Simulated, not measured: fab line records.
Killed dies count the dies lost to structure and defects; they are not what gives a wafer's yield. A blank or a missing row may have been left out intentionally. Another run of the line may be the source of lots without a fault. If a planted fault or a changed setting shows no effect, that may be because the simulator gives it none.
Matching of chambers || flow nandHarc || NHARC_A_CONTACT_ETCH_90 on rieDiel-04: 4 sister chambers
The step etches the open film in CH3F/O2, target depth 40 nm, time 85.7 s. 8 wafers are shown with their chamber, then 7 later ones without.

## WAFERS, EACH WITH ITS CHAMBER
{"wafer": "L082.4", "chamber": 0, "drypumpMotorCurrentA (A)": 5.6, "showerheadPlenumPTorr (Torr)": 2.35}
{"wafer": "L086.3", "chamber": 3, "drypumpMotorCurrentA (A)": 6.1, "showerheadPlenumPTorr (Torr)": 2.46}
{"wafer": "L086.5", "chamber": 3, "drypumpMotorCurrentA (A)": 6.2, "showerheadPlenumPTorr (Torr)": 2.46}
{"wafer": "L087.1", "chamber": 2, "drypumpMotorCurrentA (A)": 5.1, "showerheadPlenumPTorr (Torr)": 2.31}
{"wafer": "L087.2", "chamber": 1, "drypumpMotorCurrentA (A)": 5.9, "showerheadPlenumPTorr (Torr)": 2.38}
{"wafer": "L087.5", "chamber": 2, "drypumpMotorCurrentA (A)": 5.1, "showerheadPlenumPTorr (Torr)": 2.31}
{"wafer": "L088.3", "chamber": 0, "drypumpMotorCurrentA (A)": 5.6, "showerheadPlenumPTorr (Torr)": 2.34}
{"wafer": "L088.4", "chamber": 1, "drypumpMotorCurrentA (A)": 5.8, "showerheadPlenumPTorr (Torr)": 2.38}

## WAFERS WHOSE CHAMBER IS MISSING
{"wafer": "L088.6", "drypumpMotorCurrentA (A)": 6.2, "showerheadPlenumPTorr (Torr)": 2.46}
{"wafer": "L089.1", "drypumpMotorCurrentA (A)": 5.6, "showerheadPlenumPTorr (Torr)": 2.34}
{"wafer": "L089.3", "drypumpMotorCurrentA (A)": 5.1, "showerheadPlenumPTorr (Torr)": 2.30}
{"wafer": "L089.6", "drypumpMotorCurrentA (A)": 5.6, "showerheadPlenumPTorr (Torr)": 2.34}
{"wafer": "L092.1", "drypumpMotorCurrentA (A)": 5.1, "showerheadPlenumPTorr (Torr)": 2.30}
{"wafer": "L092.3", "drypumpMotorCurrentA (A)": 5.6, "showerheadPlenumPTorr (Torr)": 2.33}
{"wafer": "L092.6", "drypumpMotorCurrentA (A)": 5.9, "showerheadPlenumPTorr (Torr)": 2.38}

## WHICH CHAMBER EACH ONE RAN IN
{"wafer": "L088.6", "from the rows above": 3, "in truth": 3}
{"wafer": "L089.1", "from the rows above": 0, "in truth": 0}
{"wafer": "L089.3", "from the rows above": 2, "in truth": 2}
{"wafer": "L089.6", "from the rows above": 0, "in truth": 0}
{"wafer": "L092.1", "from the rows above": 2, "in truth": 2}
{"wafer": "L092.3", "from the rows above": 0, "in truth": 0}
{"wafer": "L092.6", "from the rows above": 1, "in truth": 1}
Correct placement for 7 of the 7. Can't be placed from these rows: 0. Wrongly placed: 0.
How it was worked out, from the rows above alone: a wafer's distance from a chamber is the root of the sum, over the readings, of the square of ((its reading less the chamber's mean) divided by the reading's scatter). The wafer belongs to the nearest chamber; if the next one is less than 2 further off, it can't be placed. A chamber's mean is the mean of its shown wafers. The scatter: take each reading less its chamber's mean, square it, sum over the shown wafers, divide by the number of wafers less the number of chambers, and take the root.
